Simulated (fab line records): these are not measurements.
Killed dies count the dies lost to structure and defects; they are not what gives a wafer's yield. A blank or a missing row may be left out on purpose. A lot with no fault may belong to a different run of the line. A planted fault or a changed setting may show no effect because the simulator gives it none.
fab line records	flow n5-finfet
record: lots: 13	wafers: 35	last-day: 20
route steps=1938 shown STI_FIN_REVEAL@184 PASSIVATION@1936
lots with no fault: from the same line, run without faults
start-h: the number of hours between the record's first day and the start of the first shown wafer of the lot	wait-h: hours from the lot's prior step to this one	" unchanged from the row above	L1.1+2: several wafers, shown together as one row	- no value present, or no start provided	* or withheld: withheld	< > ~ a bound
route shown NAME@n: NAME is a module with steps in the file, n the number in the route of the first one	usual: mean/standard deviation taken from wafers without a fault	same: alike in all rows	chamber/n: place in a boat	sites: each site's reading	_std_site: their standard deviation	_edge_site: inner sites' mean taken away from outer sites' mean	radius-mm: for every site, how far away it sits from the centre of the wafer	mask NAME#n: copy n	behind: the tool/chamber that last shaped the wafer	hold: cause of the lot's hold/its duration in hours/its outcome	device: which transistor (n, p or np) failed to switch	end of line: tests of these same wafers at the route's end	a step with no rows: only its recipe	killed: count of dies lost to structure and defects at first sort (not the wafer's yield)	map: a wafer's dies, x killed, . not, _ none there
set.NAME: setting as actually run; set.NAME@STEP: the setting as run at that earlier step	model.NAME: the simulator's own value behind a step, which no gauge read
route steps across a sampled set of lots; one table per step, one row per wafer
services: when a tool's chamber went out of use (start-h, in hours from the record's first day, below 0 if earlier), for how many hours, and the reason
== steps ==
step: N5_STI_FIN_REVEAL_ALD_14
recipe: material: Si3N4	target-thk-a: 30	temp-c: 400	ald-precursor-family: SiH2I2	ald-co-reactant: N2/H2-plasma	pressure-torr: 2
usual: heater-power-w: 831/110
lot.wafer	tool	chamber	start-h	wait-h	heater-power-w
L933.3	ald-sin-01	2	35.48	0.0	787
L933.5	"	1	"	"	762
L933.6	"	2	"	"	782
L934.4	ald-sin-02	3	41.38	0.0	883
L934.5	"	2	"	"	774
L935.1	ald-sin-02	1	47.76	0.0	919
L935.4	"	2	"	"	774
L935.5	"	1	"	"	885
L936.1	ald-sin-01	1	53.00	0.0	773
L936.3	"	2	"	"	762
L936.6	"	2	"	"	794
L939.2	ald-sin-02	1	70.07	0.0	905
L939.3	"	0	"	"	722
L939.4	"	3	"	"	880
L941.2	ald-sin-04	0	84.47	0.0	920
L941.6	"	3	"	"	1056
L943.1	ald-sin-02	0	95.30	0.0	702
L943.2	"	3	"	"	869
L943.4	"	1	"	"	912
L945.1	ald-sin-01	2	106.96	0.0	780
L945.2	"	3	"	"	720
L945.4	"	1	"	"	778
L946.1	ald-sin-02	2	112.03	0.0	753
L946.2	"	3	"	"	877
L946.6	"	0	"	"	713
L947.2	ald-sin-04	0	118.67	0.0	923
L947.5	"	3	"	"	1018
L951.3	ald-sin-01	1	142.35	0.0	755
L951.4	"	2	"	"	772
L954.2	ald-sin-02	0	161.97	0.0	719
L954.3	"	3	"	"	866
L954.4	"	2	"	"	778
L955.1	ald-sin-02	1	165.93	0.0	910
L955.4	"	0	"	"	711
L955.6	"	3	"	"	886
step: N5_STI_FIN_REVEAL_CMP_04
recipe: stop-on: Si3N4	t-overpolish-s: 4	down-force-psi: 2	platen-rpm: 54.18	post-cmp-clean: alkaline-brush	pad-velocity-m-s: 1.078	target-thk-nm: 131.83
usual: motor-current-A: 8.2/1	overpolish-run-s: 4.001/0.0089	retaining-ring-pressure-frac: 1.000/0.0049	time-to-endpoint-s: 107/8.5
lot.wafer	tool	chamber	start-h	wait-h	motor-current-A	overpolish-run-s	retaining-ring-pressure-frac	time-to-endpoint-s
L933.3	cmp-01	0	41.20	0.1	9.1	3.995	0.997	95
L933.5	"	2	"	"	7.8	3.998	0.996	96
L933.6	"	3	"	"	7.6	3.997	0.999	101
L934.4	cmp-02	2	47.15	0.2	6.8	3.987	0.997	103
L934.5	"	0	"	"	10.2	4.004	1.004	110
L935.4	cmp-01	0	52.81	0.0	9.1	4.000	1.007	97
L935.1	"	2	"	"	7.9	4.000	1.002	103
L935.5	"	0	"	"	9.4	4.015	1.005	96
L936.3	cmp-01	3	58.05	0.0	7.7	3.995	0.995	106
L936.1	"	2	"	"	7.9	4.009	0.995	104
L936.6	"	0	"	"	9.1	4.000	0.995	100
L939.3	cmp-02	3	75.11	0.0	7.9	4.002	1.003	100
L939.4	"	0	"	"	10.3	4.000	1.001	106
L939.2	"	1	"	"	7.8	4.019	1.002	112
L941.2	cmp-04	0	89.58	0.1	7.9	4.000	0.998	117
L941.6	"	2	"	"	7.4	4.000	0.997	116
L943.4	cmp-04	1	100.37	0.0	9.0	3.992	1.011	114
L943.2	"	2	"	"	7.4	4.015	0.999	120
L943.1	"	3	"	"	8.1	3.994	1.002	117
L945.4	cmp-04	2	112.00	0.0	7.2	3.990	1.002	118
L945.1	"	0	"	"	7.9	4.013	1.002	119
L945.2	"	1	"	"	9.3	3.991	1.005	120
L946.1	cmp-04	3	117.09	0.0	8.5	4.004	1.000	123
L946.2	"	0	"	"	8.4	3.994	1.002	233
L946.6	"	3	"	"	8.7	3.993	0.997	123
L947.2	cmp-04	2	123.70	0.0	7.4	4.022	1.006	237
L947.5	"	2	"	"	7.1	4.001	0.997	120
L951.4	cmp-04	2	147.39	0.0	7.2	4.005	0.998	105
L951.3	"	1	"	"	8.8	4.008	1.004	207
L954.3	cmp-01	3	167.01	0.0	7.6	4.002	0.995	109
L954.2	"	0	"	"	9.1	4.018	0.992	107
L954.4	"	2	"	"	8.3	3.985	1.006	109
L955.4	cmp-02	0	171.02	0.1	10.4	4.001	1.003	111
L955.1	"	1	"	"	7.8	4.003	0.997	112
L955.6	"	3	"	"	7.7	3.996	1.000	106
step: N5_STI_FIN_REVEAL_STRIP_24
recipe: chemistry: N2/H2	time-s: 90	power-w: 100	temp-c: 40	pressure-mtorr: 100	rf-frequency-hz: 6e+07	bias-power-w: 3	n2-flow-sccm: 300	h2-flow-sccm: 300
usual: drypump-motor-current-A: 5.6/0.41	oes-product-au: 0.76/0.06	rf-vpp-V: 45.2/0.85	showerhead-plenum-p-Torr: 3.33/0.12	temp-c: 39.99/0.1	throttle-valve-pct: 12.19/0.18
lot.wafer	tool	chamber	start-h	wait-h	drypump-motor-current-A	oes-product-au	rf-hours-counter-h	rf-vpp-V	showerhead-plenum-p-Torr	temp-c	throttle-valve-pct
L933.3	rie-diel-01	2	41.76	0.0	5.2	0.74	158	45.1	3.41	40.02	12.53
L933.5	"	3	"	"	5.0	0.80	-	46.5	3.24	39.90	12.03
L933.6	"	0	"	"	6.2	0.71	-	45.5	3.46	40.16	12.27
L934.4	rie-diel-04	0	47.84	0.0	5.8	0.84	87	43.7	3.43	40.09	11.94
L934.5	"	0	"	"	5.8	0.82	-	44.6	3.43	39.96	11.93
L935.1	rie-diel-01	2	53.39	0.0	5.2	0.75	162	46.5	3.40	39.91	12.55
L935.4	"	0	"	"	6.3	0.72	190	45.7	3.46	40.05	12.27
L935.5	"	1	"	"	5.9	0.86	-	46.5	3.59	39.93	12.02
L936.1	rie-diel-04	1	58.75	0.0	6.1	0.75	136	45.3	3.26	39.86	12.37
L936.3	"	3	"	"	5.5	0.80	106	45.4	3.25	39.98	12.09
L936.6	"	1	"	"	6.1	0.75	-	44.5	3.26	39.96	12.36
L939.2	rie-diel-05	3	75.87	0.0	5.5	0.70	198	44.3	3.17	39.90	12.00
L939.3	"	2	"	"	5.3	0.73	183	44.0	3.44	40.09	12.07
L939.4	"	1	"	"	6.2	0.81	100	44.2	3.37	39.92	12.25
L941.2	rie-diel-04	3	90.17	0.0	5.5	0.78	119	44.8	3.24	40.02	12.12
L941.6	"	3	"	"	5.5	0.78	-	44.7	3.24	39.91	12.11
L943.1	rie-diel-01	1	100.99	0.0	5.8	0.84	84	47.0	3.58	39.95	12.08
L943.2	"	0	"	"	6.2	0.70	209	45.9	3.45	39.89	12.30
L943.4	"	2	"	"	5.1	0.73	181	45.1	3.39	40.19	12.61
L945.1	rie-diel-04	3	112.61	0.0	5.5	0.79	126	44.8	3.24	40.03	12.13
L945.2	"	2	"	"	5.6	0.96	10	46.3	3.44	40.00	12.10
L945.4	"	1	"	"	6.2	0.73	157	44.5	3.25	39.90	12.43
L946.1	rie-diel-05	0	117.66	0.0	5.2	0.77	165	45.5	3.24	40.02	12.16
L946.2	"	1	"	"	6.1	0.80	112	44.3	3.36	40.05	12.29
L946.6	"	2	"	"	5.3	0.72	-	45.6	3.43	40.00	12.11
L947.2	rie-diel-05	3	124.49	0.0	5.5	0.69	211	45.5	3.17	39.87	12.01
L947.5	"	0	"	"	5.2	0.76	-	45.7	3.24	39.89	12.16
L951.3	rie-diel-01	1	148.12	0.0	5.8	0.81	98	43.2	3.57	40.15	12.10
L951.4	"	2	"	"	5.2	0.72	195	45.4	3.39	39.98	12.61
L954.2	rie-diel-04	3	167.58	0.0	5.5	0.77	141	45.6	3.23	40.01	12.16
L954.3	"	2	"	"	5.6	0.92	25	45.4	3.43	39.85	12.17
L954.4	"	0	"	"	5.8	0.79	125	46.0	3.41	39.89	12.03
L955.1	rie-diel-01	0	171.56	0.0	6.3	0.69	231	45.9	3.44	40.15	12.37
L955.4	"	2	"	"	5.1	0.70	202	44.4	3.38	39.91	12.65
L955.6	"	2	"	"	5.1	0.71	-	45.0	3.38	39.98	12.66
step: N5_STI_FIN_REVEAL_RECESS_09
recipe: chemistry: HF/NH3	target: SiO2	afs-cycles: 11	target-depth-a: 425	temp-c: 30	sublimation-temp-c: 180	sublimation-time-s: 60
usual: drypump-motor-current-A: 5.6/0.34	temp-c: 29.98/0.11
lot.wafer	tool	chamber	start-h	wait-h	drypump-motor-current-A	temp-c
L933.3	vapor-etch-01	0	42.51	0.6	6.0	30.06
L933.5	"	0	"	"	5.9	29.95
L933.6	"	1	"	"	5.9	30.05
L934.4	vapor-etch-02	1	48.58	0.6	5.1	29.94
L934.5	"	0	"	"	5.5	29.94
L935.1	vapor-etch-02	0	53.61	0.0	5.6	29.94
L935.4	"	0	"	"	5.6	29.99
L935.5	"	1	"	"	5.1	30.13
L936.1	vapor-etch-01	0	58.96	0.0	6.0	29.91
L936.3	"	1	"	"	5.9	30.10
L936.6	"	1	"	"	5.9	30.04
L939.2	vapor-etch-01	0	76.09	0.0	6.0	30.07
L939.3	"	1	"	"	5.9	30.24
L939.4	"	0	"	"	6.0	30.00
L941.2	vapor-etch-02	0	90.46	0.0	5.6	30.00
L941.6	"	1	91.52	1.1	5.1	29.98
L943.1	vapor-etch-01	1	101.20	0.0	5.9	30.00
L943.2	"	0	"	"	6.0	30.12
L943.4	"	1	"	"	5.9	29.94
L945.1	vapor-etch-02	1	112.83	0.0	5.1	29.89
L945.2	"	0	"	"	5.6	30.01
L945.4	"	0	"	"	5.6	30.17
L946.1	vapor-etch-01	0	117.87	0.0	6.0	30.08
L946.2	"	1	"	"	5.9	30.15
L946.6	"	1	118.93	1.1	5.9	29.93
L947.2	vapor-etch-02	1	124.70	0.0	5.1	30.11
L947.5	"	0	125.76	1.1	5.6	29.94
L951.3	vapor-etch-02	0	148.87	0.6	5.5	29.89
L951.4	"	1	"	"	5.1	29.95
L954.2	vapor-etch-02	0	167.80	0.0	5.6	30.09
L954.3	"	0	"	"	5.6	30.05
L954.4	"	1	"	"	5.1	29.84
L955.1	vapor-etch-02	0	171.78	0.0	5.6	30.14
L955.4	"	0	"	"	5.6	29.92
L955.6	"	0	"	"	5.6	29.93
step: N5_PASSIVATION_PROBE_49
usual: killed_at_M0_to_M3: 36/10	killed_at_M4_up: 14/5.2	killed-at-contacts: 12/6	killed-at-front-end: 37/10	killed-at-other: 4/3.3	killed-dies: 104/18	killed-open: 68/14	killed-short: 34/7.4
same: gross-dies: 1180	killed-at-back-side: 0
lot.wafer	tool	chamber	start-h	wait-h	killed_at_M0_to_M3	killed_at_M4_up	killed-at-contacts	killed-at-front-end	killed-at-other	killed-dies	killed-open	killed-short
L947.5	prober-01	-	399.26	0.2	51	3	7	48	13	122	63	41
killed by level:class
L947.5 BEOL_M0_SAQP:geometric-particle:open=14 HKMG_FIN:area-etch=13 BEOL_M0_SAQP:geometric-particle:short=10 BEOL_M3:geometric-particle:open=10 FIN_SAQP:geometric-particle:short=9 FIN_SAQP:geometric-particle:open=7 MOL_CONTACT_COAG:geometric-particle:open=7 BEOL_M2:geometric-particle:short=5
== services ==
tool	chamber	start-h	hours	kind
cmp-02	-	11.81	4.2	repair
cmp-04	-	17.04	1.6	repair
ald-sin-04	1	19.00	3.7	repair
vapor-etch-01	-	43.57	2.8	pm
cmp-02	-	48.72	1.1	repair
cmp-02	-	50.33	4.2	repair
vapor-etch-01	-	51.16	3.3	repair
cmp-02	-	58.36	0.8	repair
ald-sin-04	3	59.00	11.1	repair
cmp-04	-	59.80	5.8	pm
vapor-etch-01	1	63.01	2.8	repair
cmp-01	-	64.88	1.9	repair
ald-sin-02	0	73.26	3.7	repair
ald-sin-02	-	74.93	0.8	pm
cmp-01	-	82.29	1.2	repair
ald-sin-04	-	85.32	14.0	pm
cmp-01	-	85.78	4.0	pm
ald-sin-04	2	102.73	16.2	repair
cmp-04	-	125.71	4.0	pm
ald-sin-02	0	137.06	5.4	repair
ald-sin-02	3	141.38	19.9	repair
cmp-01	-	143.49	16.2	pm
cmp-02	-	144.13	7.5	pm
rie-diel-01	2	171.91	16.9	repair
== key ==
first-sign: step: N5_STI_FIN_REVEAL_CMP_04	reading: time-to-endpoint-s	direction: up	sigmas: 14	usual: *	struck: *
effect none on later readings
met-at N5_STI_FIN_REVEAL_CMP_04
struck-lots L946,L947,L951
struck-wafers L946.2,L947.2,L951.3
tester-left-out L946,L947,L951
baseline-loss: step: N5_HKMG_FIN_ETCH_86	wafers: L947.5
baseline-loss: step: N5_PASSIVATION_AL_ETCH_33	wafers: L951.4
not-acting-at N5_STI_FIN_REVEAL_ALD_14,N5_STI_FIN_REVEAL_STRIP_24,N5_STI_FIN_REVEAL_RECESS_09
onset-between 112.00 117.09
fault: kind: process-parameter-drift	tool: cmp-04	chamber: -	onset-h: 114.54	steps: N5_STI_FIN_REVEAL_CMP_04	channel: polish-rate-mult	offset: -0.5	shape: step	end-h: 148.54	scope: struck-wafers-only
tester-left-out: of these lots the tester's yield and bins aren't shown, on N5 and GAA mostly nor the transistor test; their killed dies are dies lost to structure and defects alone, not to doping, threshold or leakage, so they don't give the yield
baseline-loss: these wafers lose ten dies or more at that step, a loss of the line's own and not of a fault; the sort's usual values leave them out
